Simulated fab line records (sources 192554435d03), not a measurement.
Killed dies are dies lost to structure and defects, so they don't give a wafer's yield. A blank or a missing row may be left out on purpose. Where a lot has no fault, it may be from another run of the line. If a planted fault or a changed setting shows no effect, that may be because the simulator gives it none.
Matching of chambers ; flow n5_finfet ; pecvd-02 running N5_BEOL_M2_ILD_DEP_00: 3 sister chambers
The step deposits SiOC from DEMS/O2, target thk 79 nm, time 15.3 s. 6 wafers are shown with their chamber, then 12 later ones without.

WAFERS PAIRED WITH THEIR CHAMBERS
wafer;chamber;throttle_valve_pct (%);heater_power_w (W)
L091.1;1;11.7;391
L091.2;2;12.1;459
L091.3;0;11.7;509
L091.4;0;11.6;517
L091.5;2;12.3;455
L091.6;1;11.6;397

WAFERS WHOSE CHAMBER IS MISSING
wafer;throttle_valve_pct (%);heater_power_w (W)
L095.2;11.7;405
L095.3;12.0;483
L095.4;11.4;404
L096.1;11.6;398
L096.2;11.6;461
L096.3;11.9;399
L096.4;11.5;471
L096.5;11.7;484
L096.6;11.7;396
L097.3;11.8;369
L097.5;11.6;522
L097.6;11.9;553

WHICH CHAMBER EACH ONE RAN IN
wafer;from the rows above;in truth
L095.2;1;1
L095.3;can't be placed: 2 or 0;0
L095.4;1;1
L096.1;1;1
L096.2;2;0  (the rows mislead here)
L096.3;1;1
L096.4;can't be placed: 2 or 0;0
L096.5;can't be placed: 0 or 2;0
L096.6;1;1
L097.3;1;1
L097.5;0;0
L097.6;0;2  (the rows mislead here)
Correct placement for 7 of the 12. Can't be placed from these rows: 3 (the true chamber is among the candidates in 3). 2 placed wrongly.
How it was worked out, from the rows above alone: a wafer's distance from a chamber is the root of the sum, over the readings, of the square of ((its reading less the chamber's mean) divided by the reading's scatter). The wafer belongs to the nearest chamber; if the next one is less than 2 further off, it can't be placed. The mean given for a chamber averages the wafers shown for that chamber. The scatter: take each reading less its chamber's mean, square it, sum over the shown wafers, divide by the number of wafers less the number of chambers, and take the root.
